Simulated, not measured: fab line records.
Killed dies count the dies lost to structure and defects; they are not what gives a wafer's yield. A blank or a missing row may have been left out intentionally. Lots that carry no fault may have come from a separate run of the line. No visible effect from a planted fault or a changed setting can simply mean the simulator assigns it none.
fab line records	flow n5-finfet
record lots=24	wafers=72	last-day=21
route steps=1938 shown BEOL_M3@979
lots that met no fault: taken from a fault-free run of the same line
start-h: start of the lot's first displayed wafer, in hours after the record's first day	wait-h: time in hours since the lot's previous step	" the same as in the row above	L1.1+2: several wafers, shown together as one row	- no value, or no start was given	* or withheld: withheld	< > ~ a bound
route shown NAME@n: NAME is a module with steps in the file, n the number in the route of the first one	usual: the fault-free wafers' mean and standard deviation	same: alike in all rows	chamber/n: place in a boat	sites: readings site by site	_std_site: the standard deviation of these	_edge_site: mean of outer sites minus mean of inner sites	radius-mm: for every site, how far away it sits from the centre of the wafer	mask NAME#n: copy n	behind: tool/chamber where the wafer was last shaped	hold: why the lot went on hold/how many hours it stayed there/how the hold came to an end	device: whichever transistor did not switch (one of n, p or np)	end of line: tests run on the same wafers once the route is complete	where a step has no rows: the recipe by itself	killed: dies lost to structure and defects at the first sort, not the wafer's yield	map: a wafer's dies, x killed, . not, _ none there
set.NAME: the setting as run; set.NAME@STEP: as run at that earlier step	model.NAME: the simulator's own value behind a step, which no gauge read
a sample of lots followed through the steps of the route, with each step as a table and each wafer as a row
services: when a tool's chamber went out of use (start-h, in hours from the record's first day, below 0 if earlier), for how many hours, and the reason
## steps
# step N5_BEOL_M3_STRIP_36
# recipe chemistry=N2/H2	power-w=450	temp-c=40	pressure-mtorr=20	rf-frequency-hz=6e+07	overash-fraction=0.3	bias-power-w=7	h2-frac=0.5	n2-flow-sccm=200	h2-flow-sccm=200
# usual drypump-motor-current-A=5.7/0.38	oes-product-au=0.81/0.086	rf-vpp-V=59.4/1.3	showerhead-plenum-p-Torr=2.55/0.1	throttle-valve-pct=23.5/0.41
lot.wafer	tool	chamber	start-h	wait-h	drypump-motor-current-A	oes-product-au	rf-hours-counter-h	rf-vpp-V	showerhead-plenum-p-Torr	throttle-valve-pct
L074.3	rie-diel-06	0	186.30	0.0	6.3	0.81	83	59.4	2.53	22.9
L074.4	"	3	"	"	5.4	0.92	27	58.6	2.46	23.1
L074.6	"	2	"	"	5.2	0.88	-	58.4	2.60	23.2
L075.1	rie-diel-06	0	190.58	0.0	6.2	0.81	84	57.3	2.53	22.9
L075.3	"	1	"	"	5.5	0.67	222	57.7	2.60	23.6
L075.6	"	3	"	"	5.4	0.93	-	61.1	2.46	23.1
L076.1	rie-diel-03	2	207.40	0.0	6.2	0.88	61	59.6	2.71	23.7
L076.4	"	3	"	"	5.2	0.90	33	61.7	2.71	23.8
L076.6	"	0	"	"	6.1	0.81	-	62.2	2.55	23.1
L077.3	rie-diel-03	0	212.73	0.0	6.1	0.80	120	60.4	2.55	23.1
L077.5	"	0	"	"	6.1	0.81	-	60.4	2.55	23.1
L077.6	"	1	"	"	5.8	0.70	-	61.2	2.59	24.2
L080.2	rie-diel-02	3	223.20	0.0	5.9	0.73	178	59.9	2.63	23.7
L080.3	"	0	"	"	5.8	0.66	246	57.7	2.52	24.5
L080.5	"	0	"	"	5.7	0.67	-	61.4	2.52	24.5
L081.1	rie-diel-02	3	224.44	0.0	5.9	0.74	178	57.7	2.63	23.7
L081.2	"	1	"	"	5.4	0.77	132	58.0	2.46	23.5
L081.5	"	3	"	"	5.9	0.74	-	58.8	2.63	23.7
L079.2	rie-diel-03	0	226.26	0.0	6.2	0.81	124	61.2	2.55	23.1
L079.3	"	1	"	"	5.8	0.70	226	57.4	2.59	24.3
L079.4	"	3	"	"	5.2	0.90	38	59.2	2.71	23.8
L078.2	rie-diel-06	3	230.55	0.0	5.4	0.89	40	60.7	2.46	23.1
L078.4	"	2	"	"	5.2	0.86	32	58.9	2.59	23.2
L078.6	"	3	"	"	5.4	0.89	-	59.8	2.46	23.1
L083.2	rie-diel-06	2	235.84	0.0	5.2	0.86	35	57.8	2.59	23.2
L083.3	"	0	"	"	6.3	0.79	98	59.9	2.53	22.9
L083.4	"	1	"	"	5.5	0.67	-	57.5	2.60	23.6
L082.2	rie-diel-02	3	245.77	0.0	5.9	0.73	187	60.5	2.63	23.7
L082.5	"	1	"	"	5.4	0.77	-	59.4	2.46	23.5
L082.6	"	3	"	"	5.9	0.73	-	60.1	2.63	23.7
L084.2	rie-diel-06	2	250.22	0.0	5.2	0.87	40	59.5	2.59	23.3
L084.4	"	1	"	"	5.5	0.65	242	55.8	2.59	23.6
L084.5	"	3	"	"	5.4	0.89	-	59.5	2.46	23.1
L085.1	rie-diel-03	1	250.42	0.0	5.8	0.70	236	62.3	2.59	24.3
L085.2	"	2	"	"	6.2	0.84	75	59.7	2.70	23.8
L085.3	"	3	"	"	5.2	0.89	47	59.2	2.70	23.8
L086.3	rie-diel-02	1	254.40	0.0	5.4	0.78	143	59.5	2.45	23.5
L086.4	"	3	"	"	5.9	0.73	190	61.0	2.63	23.7
L086.5	"	1	"	"	5.4	0.77	-	59.4	2.45	23.5
L088.3	rie-diel-06	2	258.26	0.0	5.2	0.86	43	59.7	2.59	23.3
L088.5	"	1	"	"	5.5	0.67	-	60.0	2.59	23.6
L088.6	"	0	"	"	6.2	0.81	-	58.1	2.52	23.0
L089.2	rie-diel-06	1	261.68	0.0	5.5	0.66	248	58.7	2.59	23.6
L089.4	"	0	"	"	6.2	0.77	109	59.6	2.53	23.0
L089.6	"	0	"	"	6.2	0.79	-	59.4	2.53	23.0
L087.2	rie-diel-06	0	276.52	0.0	6.3	0.79	115	58.3	2.52	23.0
L087.3	"	3	"	"	5.4	0.87	55	58.5	2.45	23.1
L087.5	"	0	"	"	6.2	0.78	-	58.4	2.52	23.0
L091.1	rie-diel-02	3	283.26	0.0	5.8	0.73	200	59.5	2.62	23.7
L091.2	"	2	"	"	5.6	0.74	168	58.1	2.30	23.5
L091.4	"	0	"	"	5.8	0.98	12	58.8	2.52	24.2
L090.2	rie-diel-03	3	294.65	0.0	5.2	0.85	62	60.9	2.70	23.8
L090.4	"	0	"	"	6.1	0.80	-	58.5	2.54	23.1
L090.5	"	3	"	"	5.1	0.86	-	59.8	2.70	23.8
L093.1	rie-diel-03	0	299.88	0.0	6.2	0.80	150	60.0	2.54	23.1
L093.5	"	3	"	"	5.2	0.85	-	58.3	2.70	23.8
L093.6	"	0	"	"	6.2	0.78	-	59.2	2.54	23.1
L092.1	rie-diel-06	3	304.83	0.0	5.4	0.87	66	58.6	2.45	23.1
L092.4	"	1	"	"	5.5	1.02	3	60.5	2.59	22.9
L092.6	"	0	"	"	6.2	0.78	-	57.9	2.52	23.0
L094.2	rie-diel-02	0	322.32	0.0	5.8	0.95	23	58.4	2.51	24.2
L094.3	"	2	"	"	5.7	0.74	181	58.9	2.30	23.5
L094.4	"	3	"	"	5.9	0.72	212	59.6	2.62	23.7
L097.1	rie-diel-02	3	330.72	0.0	5.9	0.72	215	59.8	2.62	23.7
L097.2	"	2	"	"	5.6	0.74	184	57.6	2.30	23.5
L097.4	"	0	"	"	5.8	0.94	26	61.0	2.51	24.2
L095.2	rie-diel-03	1	337.20	0.0	5.8	0.97	7	59.1	2.58	23.9
L095.3	"	0	"	"	6.1	0.76	161	56.9	2.53	23.2
L095.5	"	3	"	"	5.2	0.83	-	59.9	2.69	23.8
L096.2	rie-diel-03	2	338.49	0.0	6.3	0.83	105	59.4	2.69	23.8
L096.3	"	3	"	"	5.2	0.84	76	57.6	2.69	23.8
L096.4	"	0	"	"	6.2	0.76	161	58.6	2.53	23.2
# step N5_BEOL_M3_STRIP_97
# recipe chemistry=N2/H2	time-s=10	power-w=450	temp-c=40	pressure-mtorr=20	rf-frequency-hz=6e+07	bias-power-w=7	n2-flow-sccm=200	h2-flow-sccm=200
# usual drypump-motor-current-A=5.7/0.38	oes-product-au=0.81/0.084	rf-vpp-V=59.3/0.85	showerhead-plenum-p-Torr=2.56/0.099	throttle-valve-pct=23.5/0.41
lot.wafer	tool	chamber	start-h	wait-h	drypump-motor-current-A	oes-product-au	rf-hours-counter-h	rf-vpp-V	showerhead-plenum-p-Torr	throttle-valve-pct
L074.3	rie-diel-06	0	-	-	6.3	0.81	84	59.2	2.54	22.9
L074.4	"	3	"	"	5.4	0.91	27	59.4	2.46	23.1
L074.6	"	2	"	"	5.2	0.91	-	58.6	2.60	23.2
L075.1	rie-diel-06	0	-	-	6.2	0.81	84	59.1	2.53	22.9
L075.3	"	1	"	"	5.5	0.68	222	59.4	2.60	23.6
L075.6	"	3	"	"	5.4	0.90	-	57.8	2.46	23.1
L076.1	rie-diel-03	2	-	-	6.2	0.87	61	59.8	2.71	23.7
L076.4	"	3	"	"	5.2	0.91	33	61.1	2.71	23.8
L076.6	"	0	"	"	6.2	0.83	-	58.4	2.55	23.1
L077.3	rie-diel-03	0	-	-	6.2	0.82	120	60.4	2.55	23.1
L077.5	"	0	"	"	6.1	0.82	-	59.2	2.55	23.1
L077.6	"	1	"	"	5.8	0.72	-	59.7	2.59	24.2
L080.2	rie-diel-02	3	-	-	5.9	0.74	178	59.7	2.63	23.7
L080.3	"	0	"	"	5.8	0.67	246	57.6	2.52	24.5
L080.5	"	0	"	"	5.8	0.67	-	58.8	2.52	24.5
L081.1	rie-diel-02	3	-	-	5.8	0.74	179	59.3	2.63	23.7
L081.2	"	1	"	"	5.4	0.78	132	59.7	2.46	23.5
L081.5	"	3	"	"	5.8	0.74	-	58.8	2.63	23.7
L079.2	rie-diel-03	0	-	-	6.2	0.80	124	58.9	2.55	23.1
L079.3	"	1	"	"	5.8	0.71	226	59.6	2.59	24.3
L079.4	"	3	"	"	5.1	0.89	38	60.5	2.71	23.8
L078.2	rie-diel-06	0	-	-	6.2	0.79	96	61.2	2.53	22.9
L078.4	"	1	"	"	5.5	0.67	-	60.0	2.60	23.6
L078.6	"	0	"	"	6.3	0.80	-	60.3	2.53	23.0
L083.2	rie-diel-06	2	-	-	5.2	0.87	35	59.8	2.59	23.3
L083.3	"	0	"	"	6.2	0.80	98	58.3	2.53	23.0
L083.4	"	1	"	"	5.5	0.67	-	60.0	2.60	23.6
L082.2	rie-diel-02	3	-	-	5.8	0.74	187	58.3	2.63	23.7
L082.5	"	1	"	"	5.4	0.77	-	59.7	2.45	23.5
L082.6	"	3	"	"	5.8	0.73	-	59.6	2.63	23.7
L084.2	rie-diel-06	2	-	-	5.2	0.87	40	59.2	2.59	23.3
L084.4	"	1	"	"	5.5	0.66	242	58.4	2.59	23.6
L084.5	"	3	"	"	5.4	0.89	-	59.4	2.46	23.1
L085.1	rie-diel-03	1	-	-	5.8	0.71	236	59.4	2.59	24.3
L085.2	"	2	"	"	6.3	0.85	75	60.8	2.70	23.8
L085.3	"	3	"	"	5.2	0.87	47	59.8	2.70	23.8
L086.3	rie-diel-02	1	-	-	5.4	0.77	143	60.0	2.45	23.5
L086.4	"	3	"	"	5.9	0.74	190	59.4	2.63	23.7
L086.5	"	1	"	"	5.4	0.77	-	59.7	2.45	23.5
L088.3	rie-diel-06	2	-	-	5.2	0.87	43	58.9	2.59	23.3
L088.5	"	1	"	"	5.5	0.67	-	60.3	2.59	23.6
L088.6	"	0	"	"	6.2	0.79	-	58.7	2.53	23.0
L089.2	rie-diel-06	1	-	-	5.5	0.66	248	59.3	2.59	23.6
L089.4	"	0	"	"	6.3	0.80	109	57.8	2.52	23.0
L089.6	"	0	"	"	6.2	0.79	-	60.7	2.52	23.0
L087.2	rie-diel-06	0	-	-	6.2	0.79	115	58.8	2.52	23.0
L087.3	"	3	"	"	5.4	0.87	55	59.0	2.45	23.1
L087.5	"	0	"	"	6.2	0.79	-	59.6	2.52	23.0
L091.1	rie-diel-02	3	-	-	5.9	0.73	200	60.2	2.62	23.7
L091.2	"	2	"	"	5.7	0.75	168	58.9	2.30	23.5
L091.4	"	0	"	"	5.8	0.97	12	57.8	2.52	24.2
L090.2	rie-diel-03	3	-	-	5.2	0.85	62	60.7	2.70	23.8
L090.4	"	0	"	"	6.1	0.79	-	58.2	2.54	23.2
L090.5	"	3	"	"	5.1	0.87	-	58.8	2.70	23.8
L093.1	rie-diel-03	0	-	-	6.2	0.78	150	58.2	2.54	23.2
L093.5	"	3	"	"	5.2	0.85	-	61.3	2.70	23.8
L093.6	"	0	"	"	6.1	0.78	-	60.2	2.54	23.2
L092.1	rie-diel-06	3	-	-	5.4	0.86	66	58.8	2.45	23.1
L092.4	"	1	"	"	5.5	1.02	3	58.7	2.59	22.9
L092.6	"	0	"	"	6.2	0.77	-	58.7	2.52	23.0
L094.2	rie-diel-02	0	-	-	5.8	0.93	23	60.4	2.51	24.2
L094.3	"	2	"	"	5.7	0.74	181	58.7	2.30	23.5
L094.4	"	3	"	"	5.9	0.72	212	59.2	2.62	23.7
L097.1	rie-diel-02	3	-	-	5.9	0.71	215	59.0	2.62	23.7
L097.2	"	2	"	"	5.7	0.73	184	59.2	2.30	23.5
L097.4	"	0	"	"	5.8	0.93	26	60.2	2.51	24.2
L095.2	rie-diel-03	1	-	-	5.8	0.98	7	60.8	2.58	23.9
L095.3	"	0	"	"	6.1	0.78	161	59.3	2.53	23.2
L095.5	"	3	"	"	5.2	0.86	-	59.0	2.69	23.8
L096.2	rie-diel-03	2	-	-	6.2	0.82	105	58.3	2.69	23.8
L096.3	"	3	"	"	5.2	0.83	76	60.4	2.69	23.8
L096.4	"	0	"	"	6.2	0.77	161	59.0	2.53	23.2
# step N5_BEOL_M3_ANNEAL_82
# recipe temp-c=400	time-s=240	ambient=vacuum
# usual heater-power-w=806/60
lot.wafer	tool	chamber	start-h	wait-h	heater-power-w
L074.3	pvd-sputter-03	-	189.02	0.0	767
L074.4	"	-	"	"	737
L074.6	"	-	"	"	811
L075.1	pvd-sputter-02	-	192.42	0.0	1044
L075.3	"	-	"	"	793
L075.6	"	-	"	"	772
L076.1	pvd-sputter-01	-	208.89	0.0	798
L076.4	"	-	"	"	838
L076.6	"	-	"	"	837
L077.3	pvd-sputter-03	-	214.87	0.0	821
L077.5	"	-	"	"	725
L077.6	"	-	"	"	752
L080.2	pvd-sputter-01	-	225.71	0.0	804
L080.3	"	-	"	"	817
L080.5	"	-	"	"	826
L081.1	pvd-sputter-01	-	227.83	0.0	848
L081.2	"	-	"	"	789
L081.5	"	-	"	"	801
L079.2	pvd-sputter-03	-	228.26	0.0	749
L079.3	"	-	"	"	783
L079.4	"	-	"	"	810
L078.2	pvd-sputter-03	-	234.40	0.0	720
L078.4	"	-	"	"	818
L078.6	"	-	"	"	788
L083.2	pvd-sputter-03	-	239.44	0.0	739
L083.3	"	-	"	"	799
L083.4	"	-	"	"	744
L082.2	pvd-sputter-03	-	247.52	0.0	740
L082.5	"	-	"	"	752
L082.6	"	-	"	"	767
L084.2	pvd-sputter-02	-	252.66	0.0	774
L084.4	"	-	"	"	949
L084.5	"	-	"	"	777
L085.1	pvd-sputter-01	-	252.78	0.0	802
L085.2	"	-	"	"	820
L085.3	"	-	"	"	812
L086.3	pvd-sputter-01	-	255.98	0.0	814
L086.4	"	-	"	"	833
L086.5	"	-	"	"	798
L088.3	pvd-sputter-03	-	260.62	0.0	804
L088.5	"	-	"	"	741
L088.6	"	-	"	"	749
L089.2	pvd-sputter-02	-	265.06	0.0	1018
L089.4	"	-	"	"	776
L089.6	"	-	"	"	1033
L087.2	pvd-sputter-01	-	278.45	0.0	798
L087.3	"	-	"	"	795
L087.5	"	-	"	"	790
L091.1	pvd-sputter-03	-	285.23	0.0	802
L091.2	"	-	"	"	753
L091.4	"	-	"	"	803
L090.2	pvd-sputter-01	-	298.53	0.0	806
L090.4	"	-	"	"	820
L090.5	"	-	"	"	840
L093.1	pvd-sputter-01	-	303.66	0.0	790
L093.5	"	-	"	"	868
L093.6	"	-	"	"	803
L092.1	pvd-sputter-03	-	306.68	0.0	807
L092.4	"	-	"	"	738
L092.6	"	-	"	"	821
L094.2	pvd-sputter-01	-	324.42	0.0	842
L094.3	"	-	"	"	818
L094.4	"	-	"	"	834
L097.1	pvd-sputter-01	-	333.30	0.0	869
L097.2	"	-	"	"	794
L097.4	"	-	"	"	805
L095.2	pvd-sputter-01	-	339.77	0.0	847
L095.3	"	-	"	"	794
L095.5	"	-	"	"	781
L096.2	pvd-sputter-03	-	340.16	0.0	753
L096.3	"	-	"	"	798
L096.4	"	-	"	"	807
# step N5_BEOL_M3_ANNEAL_87
# recipe temp-c=400	time-s=240	ambient=vacuum
# usual heater-power-w=806/60
lot.wafer	tool	chamber	start-h	wait-h	heater-power-w
L074.3	pvd-sputter-03	-	189.24	0.0	728
L074.4	"	-	"	"	729
L074.6	"	-	"	"	804
L075.1	pvd-sputter-02	-	192.64	0.0	1013
L075.3	"	-	"	"	790
L075.6	"	-	"	"	776
L076.1	pvd-sputter-01	-	209.11	0.0	798
L076.4	"	-	"	"	835
L076.6	"	-	"	"	860
L077.3	pvd-sputter-03	-	215.09	0.0	805
L077.5	"	-	"	"	742
L077.6	"	-	"	"	753
L080.2	pvd-sputter-01	-	225.93	0.0	775
L080.3	"	-	"	"	842
L080.5	"	-	"	"	827
L081.1	pvd-sputter-01	-	228.05	0.0	843
L081.2	"	-	"	"	813
L081.5	"	-	"	"	801
L079.2	pvd-sputter-03	-	228.48	0.0	731
L079.3	"	-	"	"	799
L079.4	"	-	"	"	818
L078.2	pvd-sputter-03	-	234.62	0.0	746
L078.4	"	-	"	"	825
L078.6	"	-	"	"	801
L083.2	pvd-sputter-03	-	239.66	0.0	742
L083.3	"	-	"	"	815
L083.4	"	-	"	"	757
L082.2	pvd-sputter-03	-	247.74	0.0	762
L082.5	"	-	"	"	719
L082.6	"	-	"	"	738
L084.2	pvd-sputter-02	-	252.88	0.0	791
L084.4	"	-	"	"	954
L084.5	"	-	"	"	774
L085.1	pvd-sputter-01	-	253.00	0.0	798
L085.2	"	-	"	"	829
L085.3	"	-	"	"	838
L086.3	pvd-sputter-01	-	256.20	0.0	805
L086.4	"	-	"	"	854
L086.5	"	-	"	"	783
L088.3	pvd-sputter-03	-	260.84	0.0	806
L088.5	"	-	"	"	741
L088.6	"	-	"	"	749
L089.2	pvd-sputter-02	-	265.28	0.0	1024
L089.4	"	-	"	"	775
L089.6	"	-	"	"	1031
L087.2	pvd-sputter-01	-	278.67	0.0	801
L087.3	"	-	"	"	796
L087.5	"	-	"	"	798
L091.1	pvd-sputter-03	-	285.45	0.0	781
L091.2	"	-	"	"	758
L091.4	"	-	"	"	819
L090.2	pvd-sputter-01	-	298.75	0.0	798
L090.4	"	-	"	"	838
L090.5	"	-	"	"	834
L093.1	pvd-sputter-01	-	303.88	0.0	810
L093.5	"	-	"	"	834
L093.6	"	-	"	"	777
L092.1	pvd-sputter-03	-	306.90	0.0	790
L092.4	"	-	"	"	718
L092.6	"	-	"	"	826
L094.2	pvd-sputter-01	-	324.64	0.0	835
L094.3	"	-	"	"	775
L094.4	"	-	"	"	820
L097.1	pvd-sputter-01	-	333.52	0.0	851
L097.2	"	-	"	"	786
L097.4	"	-	"	"	792
L095.2	pvd-sputter-01	-	339.99	0.0	845
L095.3	"	-	"	"	814
L095.5	"	-	"	"	789
L096.2	pvd-sputter-03	-	340.38	0.0	740
L096.3	"	-	"	"	808
L096.4	"	-	"	"	830
# step N5_BEOL_M3_CMP_52
# recipe stop-on=SiOC	t-overpolish-s=6.8	down-force-psi=1	platen-rpm=50	clearing-platen-down-force-psi=1.5	clearing-platen-rpm=50	post-cmp-clean=cu-alkaline	target-thk-nm=40	clearing-platen-pad-velocity-m-s=0.99484	pad-velocity-m-s=0.99484
# usual barrier-field-endpoint-s=24.8/0.94	head-pressure-psi=1.0000/0.0019	motor-current-A=6.0/0.47	overpolish-run-s=6.799/0.0093	slurry-filter-dp-kPa=13.51/0.16	time-to-endpoint-s=63/4.7
lot.wafer	tool	chamber	start-h	wait-h	barrier-field-endpoint-s	head-pressure-psi	motor-current-A	overpolish-run-s	slurry-filter-dp-kPa	time-to-endpoint-s
L074.4	cmp-03	0	191.03	0.2	26.3	1.0013	5.8	6.793	13.28	69
L074.3	"	3	"	"	25.4	1.0019	6.1	6.798	13.39	65
L074.6	"	0	"	"	26.4	1.0014	6.0	6.788	13.44	67
L075.1	cmp-04	0	194.46	0.5	25.7	0.9988	6.2	6.800	13.43	69
L075.3	"	2	"	"	25.8	0.9979	6.0	6.803	13.55	66
L075.6	"	3	"	"	25.7	0.9988	6.3	6.802	13.56	64
L076.4	cmp-02	2	210.63	0.1	24.5	0.9998	6.4	6.779	13.34	58
L076.1	"	0	"	"	25.4	1.0002	6.0	6.792	13.60	63
L076.6	"	3	"	"	24.7	1.0010	6.4	6.793	13.68	56
L077.3	cmp-04	0	216.60	0.2	25.5	1.0012	6.4	6.813	13.83	65
L077.6	"	0	"	"	25.2	0.9999	6.3	6.792	13.50	64
L077.5	"	1	"	"	23.8	0.9983	6.1	6.793	13.32	55
L080.2	cmp-04	2	227.45	0.2	24.4	1.0030	6.1	6.789	13.44	61
L080.3	"	3	"	"	25.1	0.9986	6.5	6.784	13.53	63
L080.5	"	2	"	"	24.8	1.0026	5.9	6.798	13.57	61
L081.1	cmp-04	1	229.60	0.3	24.6	1.0002	6.6	6.797	13.49	58
L081.2	"	3	"	"	25.3	1.0001	6.2	6.796	13.31	68
L081.5	"	1	"	"	24.1	1.0009	6.2	6.812	13.62	55
L079.3	cmp-03	0	229.99	0.2	25.4	0.9983	5.6	6.804	13.48	65
L079.4	"	1	"	"	25.2	1.0032	5.7	6.797	13.53	61
L079.2	"	3	"	"	25.5	0.9981	6.2	6.803	13.51	69
L078.4	cmp-04	1	236.13	0.1	23.5	1.0007	6.1	6.795	13.38	52
L078.2	"	2	"	"	23.7	0.9988	6.2	6.793	13.49	62
L078.6	"	1	"	"	22.8	1.0020	6.5	6.802	13.59	53
L083.2	cmp-03	0	241.17	0.2	25.7	1.0007	5.8	6.811	13.55	69
L083.3	"	1	"	"	25.6	0.9989	5.6	6.794	13.39	63
L083.4	"	2	"	"	25.7	1.0007	5.1	6.807	13.74	67
L082.2	cmp-04	1	249.26	0.2	21.9	1.0032	6.1	6.789	13.76	54
L082.5	"	1	"	"	23.1	0.9996	6.4	6.800	13.47	51
L082.6	"	2	"	"	23.4	1.0013	5.9	6.797	13.54	61
L085.3	cmp-02	1	254.57	0.2	25.1	1.0015	6.7	6.801	13.51	65
L085.1	"	2	"	"	24.0	1.0009	6.3	6.807	13.65	62
L085.2	"	3	"	"	24.5	0.9977	6.4	6.811	13.49	62
L084.4	cmp-03	2	254.74	0.3	26.1	0.9990	5.1	6.799	13.72	69
L084.2	"	3	"	"	25.3	1.0041	6.0	6.795	13.62	64
L084.5	"	0	"	"	26.0	1.0002	5.7	6.796	13.52	67
L086.3	cmp-03	3	257.81	0.2	24.9	0.9999	6.1	6.809	13.63	63
L086.4	"	0	"	"	25.5	1.0003	6.0	6.808	13.45	64
L086.5	"	2	"	"	24.6	0.9977	5.1	6.789	13.66	63
L088.3	cmp-03	2	262.56	0.2	24.4	0.9984	5.0	6.810	13.67	67
L088.6	"	1	"	"	23.5	0.9973	5.4	6.796	13.86	61
L088.5	"	2	"	"	24.7	0.9971	5.3	6.801	13.71	67
L089.4	cmp-03	1	266.80	0.1	25.1	0.9967	5.4	6.811	13.70	61
L089.2	"	3	"	"	25.2	0.9988	6.1	6.786	13.14	64
L089.6	"	1	"	"	24.7	1.0013	5.6	6.806	13.40	61
L087.2	cmp-04	3	280.69	0.6	24.1	0.9964	6.4	6.801	13.35	65
L087.3	"	0	"	"	24.6	1.0003	6.5	6.785	13.28	65
L087.5	"	1	"	"	23.4	0.9965	6.2	6.803	13.32	55
L091.1	cmp-02	0	287.05	0.3	25.2	0.9993	6.3	6.770	13.57	63
L091.4	"	1	"	"	24.8	1.0012	6.9	6.805	13.41	61
L091.2	"	2	"	"	24.6	0.9969	6.3	6.818	13.28	61
L090.2	cmp-02	1	300.28	0.2	24.5	1.0045	6.9	6.805	13.44	59
L090.4	"	3	"	"	24.3	0.9997	6.4	6.805	13.57	59
L090.5	"	2	"	"	24.3	0.9987	6.5	6.809	13.53	61
L093.1	cmp-04	2	305.46	0.3	24.1	1.0030	5.9	6.778	13.70	62
L093.5	"	0	"	"	24.8	1.0032	6.3	6.800	13.33	62
L093.6	"	1	"	"	23.5	1.0022	6.0	6.801	13.64	54
L092.4	cmp-03	1	308.41	0.1	25.0	1.0011	5.4	6.791	13.74	67
L092.1	"	0	"	"	26.5	1.0027	5.8	6.807	13.63	73
L092.6	"	1	"	"	25.6	0.9981	5.4	6.797	13.34	63
L094.4	cmp-02	1	326.19	0.2	24.5	0.9990	7.0	6.799	13.59	61
L094.3	"	2	"	"	24.7	0.9992	6.5	6.810	13.45	59
L094.2	"	3	"	"	24.2	0.9976	6.1	6.794	13.72	59
L097.4	cmp-02	1	335.08	0.2	24.2	1.0015	6.7	6.803	13.46	58
L097.2	"	2	"	"	23.7	0.9985	6.5	6.798	13.37	59
L097.1	"	3	"	"	23.4	0.9978	6.0	6.817	13.36	57
L095.2	cmp-04	1	342.85	0.2	23.4	0.9968	5.7	6.819	13.25	49
L095.3	"	2	"	"	23.6	1.0014	6.0	6.821	13.32	64
L095.5	"	2	"	"	25.3	0.9991	5.8	6.800	13.60	63
L096.3	cmp-03	1	343.67	0.5	25.7	1.0014	5.8	6.817	13.38	69
L096.4	"	3	"	"	26.3	1.0013	6.3	6.790	13.35	71
L096.2	"	0	"	"	26.2	0.9985	5.9	6.799	13.55	72
# step N5_BEOL_M3_PRE_CLEAN_60
# recipe gas=NH3/H2	time-s=15	temp-c=*	rf-power-w=300
# usual heater-power-w=98/21
lot.wafer	tool	chamber	start-h	wait-h	heater-power-w
L074.3	cvd-co-02	0	191.36	0.0	89
L074.4	"	2	"	"	113
L074.6	"	0	"	"	87
L075.1	cvd-co-01	0	194.75	0.0	64
L075.3	"	0	"	"	64
L075.6	"	0	"	"	63
L076.1	cvd-co-01	1	210.96	0.0	101
L076.4	"	2	"	"	86
L076.6	"	1	"	"	101
L077.3	cvd-co-01	2	216.93	0.0	88
L077.5	"	0	"	"	63
L077.6	"	1	"	"	97
L080.2	cvd-co-01	2	227.87	0.1	87
L080.3	"	1	"	"	99
L080.5	"	2	"	"	87
L081.1	cvd-co-02	1	229.91	0.0	131
L081.2	"	0	"	"	86
L081.5	"	2	"	"	114
L079.2	cvd-co-01	1	230.32	0.0	98
L079.3	"	0	"	"	64
L079.4	"	1	"	"	98
L078.2	cvd-co-02	1	236.47	0.0	131
L078.4	"	2	"	"	114
L078.6	"	0	"	"	88
L083.2	cvd-co-02	2	241.50	0.0	114
L083.3	"	1	"	"	132
L083.4	"	1	"	"	134
L082.2	cvd-co-02	2	249.61	0.0	114
L082.5	"	0	"	"	89
L082.6	"	2	"	"	116
L085.1	cvd-co-02	1	254.86	0.0	135
L085.2	"	2	"	"	113
L085.3	"	0	"	"	90
L084.2	cvd-co-01	1	255.00	0.0	101
L084.4	"	2	"	"	86
L084.5	"	1	"	"	101
L086.3	cvd-co-02	2	258.11	0.0	118
L086.4	"	1	"	"	130
L086.5	"	2	"	"	112
L088.3	cvd-co-02	2	262.85	0.0	115
L088.5	"	0	"	"	88
L088.6	"	1	"	"	138
L089.2	cvd-co-01	2	267.13	0.0	88
L089.4	"	2	"	"	87
L089.6	"	1	"	"	101
L087.2	cvd-co-01	1	280.94	0.0	101
L087.3	"	2	"	"	88
L087.5	"	2	"	"	90
L091.1	cvd-co-01	1	287.34	0.0	98
L091.2	"	2	"	"	87
L091.4	"	1	"	"	101
L090.2	cvd-co-01	1	300.66	0.1	100
L090.4	"	2	"	"	85
L090.5	"	0	"	"	64
L093.1	cvd-co-02	1	305.72	0.0	138
L093.5	"	2	"	"	115
L093.6	"	0	"	"	91
L092.1	cvd-co-02	2	308.75	0.0	112
L092.4	"	1	"	"	133
L092.6	"	2	"	"	114
L094.2	cvd-co-02	2	326.49	0.0	117
L094.3	"	0	"	"	89
L094.4	"	1	"	"	131
L097.1	cvd-co-01	1	335.37	0.0	102
L097.2	"	2	"	"	88
L097.4	"	1	"	"	102
L095.2	cvd-co-01	1	343.18	0.0	102
L095.3	"	1	"	"	101
L095.5	"	1	"	"	101
L096.2	cvd-co-01	2	344.40	0.4	87
L096.3	"	1	"	"	101
L096.4	"	2	"	"	87
## services
tool	chamber	start-h	hours	kind
cmp-04	-	168.36	0.7	repair
pvd-sputter-03	-	175.65	1.1	repair
cmp-04	-	177.61	0.6	repair
cvd-co-01	2	182.14	16.5	repair
pvd-sputter-02	-	184.70	1.4	repair
rie-diel-02	1	203.70	9.6	repair
rie-diel-02	0	216.37	5.1	repair
cmp-04	-	221.71	4.0	pm
cmp-02	-	227.89	4.8	pm
cmp-04	-	239.49	3.6	repair
rie-diel-06	1	270.24	-	clean
rie-diel-06	1	270.24	-	consumable-replace:focus-ring
rie-diel-06	1	270.24	24.8	scheduled-down
rie-diel-06	1	270.24	24.8	vent-cycle
cvd-co-02	0	276.78	11.1	repair
cmp-02	-	278.14	6.8	pm
cmp-03	-	278.64	4.0	pm
cmp-04	-	283.36	2.0	repair
cvd-co-01	2	308.57	5.2	repair
cmp-04	-	309.70	0.3	repair
cmp-02	-	316.58	2.1	repair
rie-diel-03	1	329.37	6.6	repair
cvd-co-01	0	340.67	19.2	repair
rie-diel-03	1	340.94	8.2	repair
## key
fault none
